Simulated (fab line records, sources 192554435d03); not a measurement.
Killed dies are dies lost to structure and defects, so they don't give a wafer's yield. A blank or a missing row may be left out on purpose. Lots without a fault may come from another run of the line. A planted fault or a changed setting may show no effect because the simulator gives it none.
Which tool did it? | flow n5_finfet | 23 lots, 69 wafers sampled, at 3 steps of a route of 1938

WHAT THE GAUGES READ, wafer by wafer
N5_DUMMY_GATE_OVL_MEAS_16. Usual: GATE_OVL 0.1 nm, standard deviation 0.55.
lot  | measured    | on         | GATE_OVL (nm)  | flag
L074 | day 2 22:00 | overlay-01 | 0.5 0.1 0.6    |
L075 | day 3 02:50 | overlay-01 | -0.3 -0.1 -0.3 |
L076 | day 3 10:14 | overlay-01 | -0.1 0.7 0.4   |
L077 | day 3 15:20 | overlay-01 | 0.5 -0.4 1.1   |
L078 | day 3 21:26 | overlay-02 | 0.1 0.4 -0.5   |
L079 | day 4 04:54 | overlay-01 | 0.4 -0.5 -0.6  |
L080 | day 4 09:47 | overlay-02 | 0.2 0.8 0.8    |
L081 | day 4 16:21 | overlay-02 | 0.3 -0.9 -0.4  |
L083 | day 5 03:12 | overlay-02 | -0.1 -0.2 0.6  |
L084 | day 5 13:38 | overlay-02 | 0.0 -0.3 -1.4  |
L085 | day 5 17:22 | overlay-02 | 0.1 -0.5 -0.4  |
L086 | day 6 01:59 | overlay-01 | 0.2 0.7 0.1    |
L087 | day 6 08:32 | overlay-01 | 0.6 -0.7 -0.3  |
L088 | day 6 09:54 | overlay-01 | 0.0 0.0 0.5    |
L089 | day 6 16:58 | overlay-02 | -0.9 0.0 -0.2  |
L090 | day 6 22:08 | overlay-02 | 0.5 0.2 -0.5   |
L091 | day 7 02:53 | overlay-01 | 0.6 -0.1 0.2   |
L092 | day 7 08:42 | overlay-01 | -0.5 0.2 -1.0  |
L093 | day 7 17:02 | overlay-01 | -0.5 -0.1 -0.5 |
L094 | day 7 20:44 | overlay-01 | -0.3 -0.5 0.0  |
L095 | day 8 03:10 | overlay-01 | 0.2 0.9 -0.2   |
L096 | day 8 08:53 | overlay-01 | 0.7 -0.2 0.1   |
L097 | day 8 15:56 | overlay-02 | 0.5 0.3 0.2    |

WHICH TOOL RAN EACH LOT (tool, then ch and the chambers of the sampled wafers, then the start)
lot  | N5_STI_FIN_REVEAL_ALD_00         | N5_STI_FIN_REVEAL_CMP_04
L074 | ald_sin-02 ch 0,2, day 2 04:39   | cmp-01 ch 2,3, day 2 09:45
L075 | ald_sin-03 ch 1,2,3, day 2 09:32 | cmp-04 ch 0,1,3, day 2 14:38
L076 | ald_sin-03 ch 1,2,3, day 2 15:36 | cmp-04 ch 0,3, day 2 21:58
L077 | ald_sin-01 ch 0,1,2, day 2 21:51 | cmp-01 ch 0,1,2, day 3 02:56
L078 | ald_sin-01 ch 0,1,2, day 3 04:07 | cmp-04 ch 2,3, day 3 09:13
L079 | ald_sin-01 ch 0,2,3, day 3 11:28 | cmp-03 ch 0,2,3, day 3 16:38
L080 | ald_sin-03 ch 2,3, day 3 16:32   | cmp-01 ch 0,1,3, day 3 21:43
L081 | ald_sin-02 ch 0,2, day 3 22:53   | cmp-03 ch 0,1,2, day 4 03:59
L083 | ald_sin-02 ch 1,2, day 4 09:49   | cmp-03 ch 0,3, day 4 14:55
L084 | ald_sin-03 ch 0,1,2, day 4 17:35 | cmp-04 ch 0,1, day 4 22:40
L085 | ald_sin-03 ch 1,2,3, day 4 22:14 | cmp-04 ch 0,1,3, day 5 03:19
L086 | ald_sin-01 ch 2,3, day 5 06:19   | cmp-04 ch 2,3, day 5 11:39
L087 | ald_sin-03 ch 0,1,3, day 5 14:59 | cmp-03 ch 0,3, day 5 20:04
L088 | ald_sin-02 ch 1,2, day 5 15:37   | cmp-01 ch 2,3, day 5 20:45
L089 | ald_sin-03 ch 1,2, day 5 23:04   | cmp-04 ch 0,2,3, day 6 04:09
L090 | ald_sin-02 ch 0,1, day 6 04:46   | cmp-01 ch 0,1,2, day 6 09:53
L091 | ald_sin-03 ch 0,1, day 6 09:35   | cmp-04 ch 0,3, day 6 14:40
L092 | ald_sin-03 ch 0,1,3, day 6 15:14 | cmp-04 ch 0,1,2, day 6 20:21
L093 | ald_sin-01 ch 0,1,3, day 6 23:08 | cmp-03 ch 0,3, day 7 04:16
L094 | ald_sin-02 ch 0,1,2, day 7 03:17 | cmp-01 ch 0,1,3, day 7 08:23
L095 | ald_sin-02 ch 2,3, day 7 09:33   | cmp-03 ch 0,2, day 7 14:41
L096 | ald_sin-03 ch 0,3, day 7 15:32   | cmp-01 ch 2,3, day 7 20:40
L097 | ald_sin-02 ch 1,2,3, day 7 22:41 | cmp-01 ch 0,1,2, day 8 03:47
- N5_STI_FIN_REVEAL_ALD_00: deposits SiO2, target thk 1 nm, pulse time 1 s.
- N5_STI_FIN_REVEAL_CMP_04: polishes, stops on Si3N4, t overpolish 4 s, target thk 131.83 nm.

WHAT THE TOOLS THEMSELVES READ (means of the sampled wafers that have a number; where no wafer has one, the mark that the record gives instead)
N5_STI_FIN_REVEAL_ALD_00. Usual: heater_power_w 465 W, standard deviation 70; precursor_pulse_height_rel 1.001, standard deviation 0.019.
lot  | tool       | heater_power_w (W) | precursor_pulse_height_rel | flag
L074 | ald_sin-02 | 515                | 0.990                      |
L075 | ald_sin-03 | 390                | 0.993                      |
L076 | ald_sin-03 | 391                | 1.019                      |
L077 | ald_sin-01 | 455                | 1.013                      |
L078 | ald_sin-01 | 459                | 0.999                      |
L079 | ald_sin-01 | 466                | 1.007                      |
L080 | ald_sin-03 | 407                | 1.023                      |
L081 | ald_sin-02 | 507                | 1.010                      |
L083 | ald_sin-02 | 480                | 1.006                      |
L084 | ald_sin-03 | 421                | 1.006                      |
L085 | ald_sin-03 | 391                | 1.005                      |
L086 | ald_sin-01 | 481                | 1.017                      |
L087 | ald_sin-03 | 460                | 1.006                      |
L088 | ald_sin-02 | 483                | 1.001                      |
L089 | ald_sin-03 | 364                | 1.006                      |
L090 | ald_sin-02 | 506                | 1.011                      |
L091 | ald_sin-03 | 492                | 1.015                      |
L092 | ald_sin-03 | 460                | 0.978                      |
L093 | ald_sin-01 | 478                | 1.000                      |
L094 | ald_sin-02 | 508                | 0.993                      |
L095 | ald_sin-02 | 484                | 0.986                      |
L096 | ald_sin-03 | 493                | 0.995                      |
L097 | ald_sin-02 | 477                | 1.004                      |

N5_STI_FIN_REVEAL_CMP_04. Usual: motor_current_A 7.9 A, standard deviation 0.86; overpolish_run_s 4.000 s, standard deviation 0.0094; pad_life_wafers 1007, standard deviation 480; time_to_endpoint_s 102 s, standard deviation 4.4.
lot  | tool   | motor_current_A (A) | overpolish_run_s (s) | pad_life_wafers | time_to_endpoint_s (s) | flag
L074 | cmp-01 | 8.0                 | 3.997                | 1922            | 109                    |
L075 | cmp-04 | 7.2                 | 4.001                | 511             | 97                     |
L076 | cmp-04 | 7.0                 | 3.992                | 546             | 100                    |
L077 | cmp-01 | 7.6                 | 4.001                | 2059            | 104                    |
L078 | cmp-04 | 7.2                 | 3.996                | 648             | 104                    |
L079 | cmp-03 | 8.9                 | 3.997                | 896             | 98                     |
L080 | cmp-01 | 7.5                 | 3.995                | 26              | 103                    |
L081 | cmp-03 | 8.6                 | 4.003                | 955             | 103                    |
L083 | cmp-03 | 8.6                 | 3.996                | 1044            | 99                     |
L084 | cmp-04 | 7.8                 | 4.002                | 1020            | 99                     |
L085 | cmp-04 | 7.2                 | 4.010                | 1046            | 102                    |
L086 | cmp-04 | 7.1                 | 4.000                | 1117            | 102                    |
L087 | cmp-03 | 8.9                 | 4.000                | 1278            | 103                    |
L088 | cmp-01 | 8.3                 | 4.002                | 344             | 99                     |
L089 | cmp-04 | 7.3                 | 4.012                | 1249            | 104                    |
L090 | cmp-01 | 7.8                 | 3.994                | 452             | 104                    |
L091 | cmp-04 | 7.0                 | 3.996                | 1328            | 102                    |
L092 | cmp-04 | 7.7                 | 4.000                | 1382            | 104                    |
L093 | cmp-03 | 9.0                 | 3.999                | 1532            | 99                     |
L094 | cmp-01 | 7.5                 | 4.007                | 637             | 104                    |
L095 | cmp-03 | 8.6                 | 3.998                | 1604            | 94                     |
L096 | cmp-01 | 7.9                 | 3.998                | 751             | 101                    |
L097 | cmp-01 | 7.7                 | 3.992                | 830             | 102                    |

THE ANSWER, worked out from the rows above alone
Rule: a lot is off if the mean of its wafers that have a number lies more than 3 standard deviations from the usual mean. A lot without any number at a reading at which 4 lots or more have one is off too. The other lots that the step has rows for count as sound. The gauges are gone through in route order, then the tools' own readings, and for those a lot's mean is taken as printed above. The first step at which some lot is off is used, and at that step the reading that is off furthest; a lot without a number counts as furthest.
No lot is off at any reading shown: from this, nothing can be told.

WHAT THE SIMULATOR HAD PUT IN
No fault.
